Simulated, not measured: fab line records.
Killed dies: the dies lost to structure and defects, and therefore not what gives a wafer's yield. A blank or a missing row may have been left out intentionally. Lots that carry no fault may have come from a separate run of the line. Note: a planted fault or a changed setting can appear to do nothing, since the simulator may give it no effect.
Matching of chambers ; flow n5Finfet ; N5_BEOL_M13_DEP_53 on pecvd-04: 3 sister chambers
The step deposits SiCN from 3MS/NH3, target thk 50 nm, time 17.8 s. 3 wafers are shown with their chamber, then 10 later ones without.

EACH WAFER AND ITS CHAMBER
wafer;chamber;throttleValvePct (%)
L090.4;2;16.7
L091.2;0;17.2
L091.3;1;17.4

WAFERS WITH NO CHAMBER GIVEN
wafer;throttleValvePct (%)
L091.5;17.5
L092.1;17.6
L092.4;17.3
L092.6;17.3
L097.3;16.7
L097.4;17.4
L097.6;17.3
L096.1;17.4
L096.2;16.9
L096.4;17.4

WHICH CHAMBER EACH WENT THROUGH
wafer;from the rows above;in truth
L091.5;can't be placed: 1 or 0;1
L092.1;can't be placed: 1 or 0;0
L092.4;can't be placed: 1 or 0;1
L092.6;can't be placed: 1 or 0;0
L097.3;2;2
L097.4;can't be placed: 1 or 0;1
L097.6;can't be placed: 1 or 0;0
L096.1;can't be placed: 1 or 0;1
L096.2;can't be placed: 2 or 0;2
L096.4;can't be placed: 1 or 0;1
Correct placement for 1 of the 10. Can't be placed from these rows: 9 (the true chamber is among the candidates in 9). 0 placed wrongly.
How it was worked out, from the rows above alone: a wafer's distance from a chamber is the root of the sum, over the readings, of the square of ((its reading less the chamber's mean) divided by the reading's scatter). The wafer belongs to the nearest chamber; if the next one is less than 2 further off, it can't be placed. A chamber's mean is the mean of its shown wafers. The scatter: root of mean squared gap, hidden wafer to nearest shown wafer, with one shown wafer a chamber.
